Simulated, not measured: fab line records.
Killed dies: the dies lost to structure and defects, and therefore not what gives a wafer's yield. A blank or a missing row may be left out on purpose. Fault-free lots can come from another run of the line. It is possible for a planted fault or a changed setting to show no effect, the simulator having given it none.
fab line records	flow n5Finfet	part 2 of 2: steps 23 to 29 of 29
[record] lots = 5	wafers = 15	lastDay = 17
route steps=1938 shown MOL_CONTACT_COAG@586
lots untouched by any fault: they come from a run of this same line in which no faults occurred
startH: start of the lot's first displayed wafer, in hours after the record's first day	waitH: hours elapsed since this lot's preceding step	" the same as in the row above	L1.1+2: several wafers, shown together as one row	- either no value or no given start	* or withheld: withheld	< > ~ a bound
route shown NAME@n: a module of which the file shows steps, and the number in the route of the first	usual: mean and standard deviation over wafers with no fault	same: alike in all rows	chamber/n: place in a boat	sites: each site's reading	_std_site: the standard deviation of these	_edge_site: the outer-site mean with the inner-site mean subtracted	radiusMm: how far each site lies from the wafer's centre	mask NAME#n: copy n	behind: tool/chamber where the wafer was last shaped	hold: reason for holding the lot/hours on hold/outcome of the hold	device: names the non-switching transistor (n, p or np)	end of line: the same wafers' tests at the end of the route	a step with no rows: only its recipe	killed: not the wafer's yield, but the dies lost to structure and defects at the first sort	map: the dies of a wafer, with x for killed, . for not killed, _ for no die there
set.NAME: setting as actually run; set.NAME@STEP: the setting as run at that earlier step	model.NAME: the simulator's own value behind a step, which no gauge read
certain route steps with their lots: each step a table, each wafer a row
services: a tool's chamber out of use, with start hour (startH, from the record's first day; less than 0 if before it), hours out, and reason
[[steps]]
[step N5_MOL_CONTACT_COAG_ALD_133]
[recipe] material = SiO2	targetThkA = 50	tempC = 100	aldPrecursorFamily = BDEAS	aldCoReactant = O2-plasma	pulseTimeS = 1	coReactantPulseTimeS = 1	purgeTimeS = 2	coReactantPurgeTimeS = 2	aldCycles = 35	pressureTorr = 2
[usual] chamberPressureTorr = 2.000/0.0043	heaterPowerOuterW = 41/3.4	heaterPowerW = 80/7	precursorPulseHeightRel = 1.000/0.021
[same] pulseTimeS = 1	purgeTimeS = 2
lot.wafer	tool	chamber	startH	waitH	chamberPressureTorr	heaterPowerOuterW	heaterPowerW	precursorPulseHeightRel
L075.1	aldSin-01	1	106.10	0.4	2.000	42	82	1.008
L075.2	"	2	"	"	2.005	36	77	0.980
L075.4	"	3	"	"	1.996	38	72	0.973
L076.3	aldSin-04	0	113.94	0.1	2.004	39	71	1.004
L076.4	"	0	"	"	2.008	38	71	0.988
L076.6	"	3	"	"	2.004	42	86	0.988
L082.2	aldSin-04	0	151.95	0.3	1.998	39	72	1.039
L082.3	"	3	"	"	1.996	41	85	1.009
L082.5	"	1	"	"	2.001	46	91	1.017
L089.1	aldSin-02	2	192.79	0.5	1.995	38	72	1.000
L089.3	"	0	"	"	2.003	40	75	0.952
L089.6	"	3	"	"	2.001	37	79	1.021
L095.1	aldSin-01	2	227.54	1.0	2.002	39	78	0.988
L095.5	"	3	"	"	2.008	38	71	0.990
L095.6	"	2	"	"	2.001	37	76	1.044
[step N5_MOL_CONTACT_COAG_ETCHBACK_134]
[recipe] chemistry = CHF3	target = SiO2	targetDepthA = 100	timeS = 6.7	ionEnergyEv = 200	pressureMtorr = 30	sourceW = 610	biasW = 170	Ar_flow_sccm = 200	CHF3_flow_sccm = 50
[usual] drypumpMotorCurrentA = 5.8/0.46	oes_f_703_au = 0.80/0.1	oesProductAu = 0.79/0.099	rfVppV = 529/13	showerheadPlenumPTorr = 2.36/0.11	throttleValvePct = 18.71/0.25
lot.wafer	tool	chamber	startH	waitH	drypumpMotorCurrentA	oes_f_703_au	oesProductAu	rfHoursCounterH	rfVppV	showerheadPlenumPTorr	throttleValvePct
L075.1	rieDiel-05	2	106.28	0.1	6.3	0.75	0.77	152	529	2.29	18.55
L075.2	"	3	"	"	6.0	0.87	0.86	71	526	2.52	18.57
L075.4	"	0	"	"	5.8	0.67	0.66	247	532	2.32	18.79
L076.3	rieDiel-04	2	114.12	0.1	6.1	0.73	0.70	190	500	2.27	19.02
L076.4	"	3	"	"	5.3	0.75	0.74	225	525	2.27	18.80
L076.6	"	0	"	"	5.5	0.74	0.69	-	517	2.42	18.56
L082.2	rieDiel-03	0	152.13	0.1	5.5	0.92	0.90	34	527	2.54	18.52
L082.3	"	2	"	"	5.2	0.82	0.81	114	535	2.32	18.78
L082.5	"	3	"	"	5.4	0.76	0.72	-	522	2.34	18.71
L089.1	rieDiel-05	2	193.22	0.4	6.3	0.73	0.73	189	529	2.28	18.60
L089.3	"	0	"	"	5.8	0.91	0.93	17	531	2.31	18.38
L089.6	"	3	"	"	5.9	0.83	0.81	-	527	2.51	18.64
L095.1	rieDiel-04	2	227.72	0.1	6.2	0.70	0.67	235	501	2.25	19.11
L095.5	"	3	"	"	5.3	0.99	0.97	-	533	2.54	18.53
L095.6	"	2	"	"	6.2	0.70	0.67	-	501	2.25	19.10
[step N5_MOL_CONTACT_COAG_ETCH_67]
[recipe] chemistry = N2/H2	target = SOC	targetDepthA = 600	overetchA = 210	maskMaterial = SiARC	tempC = 40	timeS = 101.2	ionEnergyEv = 200	pressureMtorr = 30	sourceW = 840	biasW = 150	n2FlowSccm = 200	h2FlowSccm = 200
[usual] drypumpMotorCurrentA = 5.8/0.46	oesProductAu = 0.66/0.074	rfVppV = 523/3.1	showerheadPlenumPTorr = 2.52/0.12	throttleValvePct = 17.77/0.2
lot.wafer	tool	chamber	startH	waitH	drypumpMotorCurrentA	oesProductAu	rfHoursCounterH	rfVppV	showerheadPlenumPTorr	throttleValvePct
L075.1	rieDiel-05	2	106.31	0.0	6.3	0.63	152	522	2.46	17.72
L075.2	"	3	"	"	5.9	0.72	71	529	2.71	17.77
L075.4	"	0	"	"	5.8	0.57	247	522	2.48	17.97
L076.3	rieDiel-04	2	114.15	0.0	6.1	0.59	190	520	2.42	18.17
L076.4	"	3	"	"	5.3	0.61	225	520	2.40	17.79
L076.6	"	0	"	"	5.5	0.59	-	524	2.61	17.84
L082.2	rieDiel-03	0	152.16	0.0	5.5	0.74	34	528	2.70	17.45
L082.3	"	2	"	"	5.2	0.67	114	522	2.45	17.73
L082.5	"	3	"	"	5.4	0.61	-	523	2.53	17.91
L089.1	rieDiel-05	2	193.25	0.0	6.3	0.61	189	520	2.45	17.80
L089.3	"	0	"	"	5.8	0.78	17	522	2.47	17.52
L089.6	"	3	"	"	6.0	0.68	-	527	2.70	17.82
L095.1	rieDiel-04	2	227.75	0.0	6.2	0.58	235	521	2.40	18.24
L095.5	"	3	"	"	5.4	0.79	-	528	2.70	17.48
L095.6	"	2	"	"	6.2	0.58	-	519	2.40	18.24
[step N5_MOL_CONTACT_COAG_STRIP_68]
[recipe] chemistry = N2/H2	tempC = 40	n2FlowSccm = 200	h2FlowSccm = 200	rfFrequencyHz = 6e+07
lot.wafer	tool	chamber	startH	waitH
L075.1+2+4	rieDiel-05	2,3,0	106.38	0.0
L076.3+4+6	rieDiel-04	2,3,0	114.22	0.0
L082.2+3+5	rieDiel-03	0,2,3	152.23	0.0
L089.1+3+6	rieDiel-05	2,0,3	193.32	0.0
L095.1+5+6	rieDiel-04	2,3,2	227.82	0.0
[step N5_MOL_CONTACT_COAG_STRIP_69]
[recipe] chemistry = N2/H2	tempC = 40	n2FlowSccm = 200	h2FlowSccm = 200	rfFrequencyHz = 6e+07
lot.wafer	tool	chamber	startH	waitH
L075.1+2+4	rieDiel-05	2,3,0	106.39	0.0
L076.3+4+6	rieDiel-04	2,3,0	114.23	0.0
L082.2+3+5	rieDiel-03	0,2,3	152.24	0.0
L089.1+3+6	rieDiel-05	2,0,3	193.33	0.0
L095.1+5+6	rieDiel-04	2,3,2	227.83	0.0
[step N5_MOL_CONTACT_COAG_ETCHBACK_136]
[recipe] chemistry = CHF3	target = SiO2	targetDepthA = 250	timeS = 16.7	ionEnergyEv = 200	pressureMtorr = 30	sourceW = 610	biasW = 170	Ar_flow_sccm = 200	CHF3_flow_sccm = 50
[usual] drypumpMotorCurrentA = 5.8/0.46	oes_f_703_au = 0.80/0.1	oesProductAu = 0.79/0.099	rfVppV = 529/13	showerheadPlenumPTorr = 2.36/0.11	throttleValvePct = 18.71/0.25
lot.wafer	tool	chamber	startH	waitH	drypumpMotorCurrentA	oes_f_703_au	oesProductAu	rfHoursCounterH	rfVppV	showerheadPlenumPTorr	throttleValvePct
L075.1	rieDiel-05	2	106.40	0.0	6.3	0.75	0.77	152	531	2.29	18.53
L075.2	"	3	"	"	5.9	0.86	0.86	71	526	2.52	18.56
L075.4	"	0	"	"	5.8	0.66	0.66	247	531	2.32	18.79
L076.3	rieDiel-04	2	114.24	0.0	6.2	0.74	0.70	190	500	2.27	19.03
L076.4	"	3	"	"	5.3	0.76	0.74	225	524	2.27	18.81
L076.6	"	0	"	"	5.5	0.75	0.69	-	516	2.42	18.54
L082.2	rieDiel-03	0	152.25	0.0	5.5	0.92	0.91	34	527	2.54	18.52
L082.3	"	2	"	"	5.2	0.81	0.82	114	533	2.32	18.78
L082.5	"	3	"	"	5.4	0.76	0.73	-	523	2.34	18.70
L089.1	rieDiel-05	2	193.34	0.0	6.3	0.72	0.75	189	528	2.28	18.59
L089.3	"	0	"	"	5.8	0.91	0.93	17	532	2.31	18.36
L089.6	"	3	"	"	6.0	0.83	0.82	-	526	2.51	18.62
L095.1	rieDiel-04	2	227.84	0.0	6.2	0.71	0.67	235	500	2.25	19.09
L095.5	"	3	"	"	5.3	0.98	0.98	-	533	2.54	18.51
L095.6	"	2	"	"	6.2	0.70	0.67	-	500	2.25	19.08
[step N5_MOL_CONTACT_COAG_STRIP_120]
[recipe] chemistry = CHF3	resist = SiARC	rfFrequencyHz = 6e+07
lot.wafer	tool	chamber	startH	waitH
L075.1+2+4	rieDiel-05	2,3,0	106.43	0.0
L076.3+4+6	rieDiel-04	2,3,0	114.26	0.0
L082.2+3+5	rieDiel-03	0,2,3	152.28	0.0
L089.1+3+6	rieDiel-05	2,0,3	193.37	0.0
L095.1+5+6	rieDiel-04	2,3,2	227.86	0.0
[[services]]
tool	chamber	startH	hours	kind
aldSin-04	-	86.45	14.0	pm
euvScanner-01	-	86.96	0.2	repair
euvScanner-02	-	92.68	4.6	pm
aldSin-02	-	98.91	0.8	repair
euvScanner-02	-	102.23	1.0	repair
aldSin-04	-	102.62	0.8	pm
rieDiel-03	1	106.97	6.5	repair
euvScanner-01	-	109.59	0.1	repair
euvScanner-01	-	115.07	1.0	pm
euvScanner-01	-	120.15	4.6	pm
rieDiel-04	1	122.19	9.0	repair
rieDiel-05	0	125.61	4.7	repair
euvScanner-02	-	126.09	1.0	pm
euvScanner-02	-	153.84	2.3	repair
aldSin-02	3	154.85	4.6	repair
aldSin-01	0	167.58	4.1	repair
euvScanner-01	-	171.22	1.0	pm
euvScanner-02	-	182.24	1.0	pm
aldSin-01	3	198.69	2.8	repair
rieDiel-04	2	201.91	1.7	repair
plasmaAsher-01	-	215.02	2.8	pm
plasmaAsher-01	-	221.99	8.6	repair
aldSin-04	0	222.14	10.2	repair
euvScanner-02	-	227.20	12.0	pm
